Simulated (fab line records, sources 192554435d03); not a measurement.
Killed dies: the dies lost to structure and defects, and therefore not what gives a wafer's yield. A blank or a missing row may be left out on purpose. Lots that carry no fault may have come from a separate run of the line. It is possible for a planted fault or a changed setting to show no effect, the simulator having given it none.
Chamber matching ; flow n5 finfet ; 4 sister chambers for N5_BEOL_M2_STRIP_66 on rie diel-03
The step strips in CF4. 24 wafers are shown with their chamber, then 12 later ones without.

WAFERS WITH THEIR CHAMBER
wafer;chamber;drypump motor current A (A);throttle valve pct (%);showerhead plenum p Torr (Torr)
L076.3;2;6.7;13.61;1.82
L076.4;3;5.6;14.12;1.85
L076.6;0;6.0;13.57;1.76
L080.2;1;6.5;13.31;1.82
L080.4;2;6.7;13.64;1.82
L080.5;2;6.7;13.64;1.82
L079.1;3;5.6;14.14;1.84
L079.4;1;6.5;13.31;1.82
L079.6;2;6.7;13.62;1.82
L082.1;2;6.7;13.66;1.82
L082.3;0;6.0;13.59;1.75
L082.4;1;6.5;13.32;1.82
L085.1;3;5.6;14.18;1.84
L085.4;2;6.7;13.67;1.82
L085.6;2;6.7;13.66;1.82
L086.2;1;6.5;13.36;1.82
L086.4;1;6.5;13.34;1.82
L086.5;0;6.0;13.63;1.75
L089.2;1;6.4;13.35;1.82
L089.3;2;6.7;13.67;1.81
L089.5;0;6.0;13.64;1.75
L090.2;0;6.0;13.65;1.75
L090.4;0;6.0;13.62;1.75
L090.6;1;6.5;13.36;1.82

SIGNATURES (means of the wafers above)
reading;chamber 0;chamber 1;chamber 2;chamber 3;scatter within a chamber
drypump motor current A;6.000;6.486;6.700;5.600;0.0207
throttle valve pct;13.6167;13.3357;13.6463;14.1467;0.0257
showerhead plenum p Torr;1.7517;1.8200;1.8188;1.8433;0.00345
Rule: a wafer lies at a distance from a chamber equal to the root of the sum of squares, over the readings, of (its reading less the chamber's mean, divided by the reading's scatter). The wafer belongs to the nearest chamber; if the next one is less than 2 further off, it can't be placed. How the scatter is found: for the shown wafers, subtract from each reading the mean of its chamber, square and add these, divide the total by (wafers less chambers), then take the root.

WAFERS MISSING THEIR CHAMBER
wafer;drypump motor current A (A);throttle valve pct (%);showerhead plenum p Torr (Torr)
L092.1;6.0;13.65;1.75
L092.2;6.4;13.35;1.82
L092.4;6.0;13.62;1.75
L093.2;6.7;13.69;1.81
L093.4;6.5;13.35;1.82
L093.6;6.0;13.63;1.75
L096.2;6.0;13.65;1.75
L096.5;5.6;13.61;1.84
L096.6;6.7;13.70;1.81
L097.1;6.0;13.66;1.75
L097.5;5.6;13.61;1.84
L097.6;6.0;13.66;1.75

CHAMBER TAKEN BY EACH
wafer;from the rows above;in truth
L092.1;0;0
L092.2;1;1
L092.4;0;0
L093.2;2;2
L093.4;1;1
L093.6;0;0
L096.2;0;0
L096.5;3;3
L096.6;2;2
L097.1;0;0
L097.5;3;3
L097.6;0;0
12 of 12 placed correctly. Not placeable from these rows: 0. Number placed wrongly: 0.
